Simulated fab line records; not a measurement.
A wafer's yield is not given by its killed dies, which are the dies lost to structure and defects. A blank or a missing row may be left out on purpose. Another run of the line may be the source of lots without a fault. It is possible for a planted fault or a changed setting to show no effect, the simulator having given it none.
Chamber matching / flow n5_finfet / ald_sin-02 running N5_SPACER0_ALD_07: 4 sister chambers
The step deposits SiNx, target thk 2 nm. 4 wafers are shown with their chamber, then 9 later ones without.

== WAFERS PAIRED WITH THEIR CHAMBERS ==
wafer=L079.2; chamber=1; heater_power_w (W)=836
wafer=L086.2; chamber=2; heater_power_w (W)=882
wafer=L086.3; chamber=0; heater_power_w (W)=724
wafer=L086.5; chamber=3; heater_power_w (W)=884

== WAFERS WITHOUT THEIR CHAMBER ==
wafer=L089.1; heater_power_w (W)=875
wafer=L089.5; heater_power_w (W)=736
wafer=L089.6; heater_power_w (W)=896
wafer=L096.1; heater_power_w (W)=864
wafer=L096.4; heater_power_w (W)=878
wafer=L096.5; heater_power_w (W)=861
wafer=L097.1; heater_power_w (W)=880
wafer=L097.5; heater_power_w (W)=863
wafer=L097.6; heater_power_w (W)=877

== WHICH CHAMBER EACH WENT THROUGH ==
wafer=L089.1; from the rows above=can't be placed: 2 or 3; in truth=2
wafer=L089.5; from the rows above=0; in truth=0
wafer=L089.6; from the rows above=can't be placed: 3 or 2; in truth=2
wafer=L096.1; from the rows above=can't be placed: 2 or 3 or 1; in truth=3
wafer=L096.4; from the rows above=can't be placed: 2 or 3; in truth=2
wafer=L096.5; from the rows above=can't be placed: 2 or 3 or 1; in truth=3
wafer=L097.1; from the rows above=can't be placed: 2 or 3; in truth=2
wafer=L097.5; from the rows above=can't be placed: 2 or 3 or 1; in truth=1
wafer=L097.6; from the rows above=can't be placed: 2 or 3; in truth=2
Placed correctly: 1 of 9. These rows do not allow placing 8 (true chamber among the candidates in 8). Wrongly placed: 0.
How it was worked out, from the rows above alone: a wafer's distance from a chamber is the root of the sum, over the readings, of the square of ((its reading less the chamber's mean) divided by the reading's scatter). If the next closest chamber is less than 2 further off than the closest, the wafer can't be placed; otherwise it belongs to the closest. A chamber's mean is the mean of its shown wafers. The scatter (one wafer shown for each chamber): square how far every hidden wafer sits from the nearest shown wafer, average those squares and take the square root.
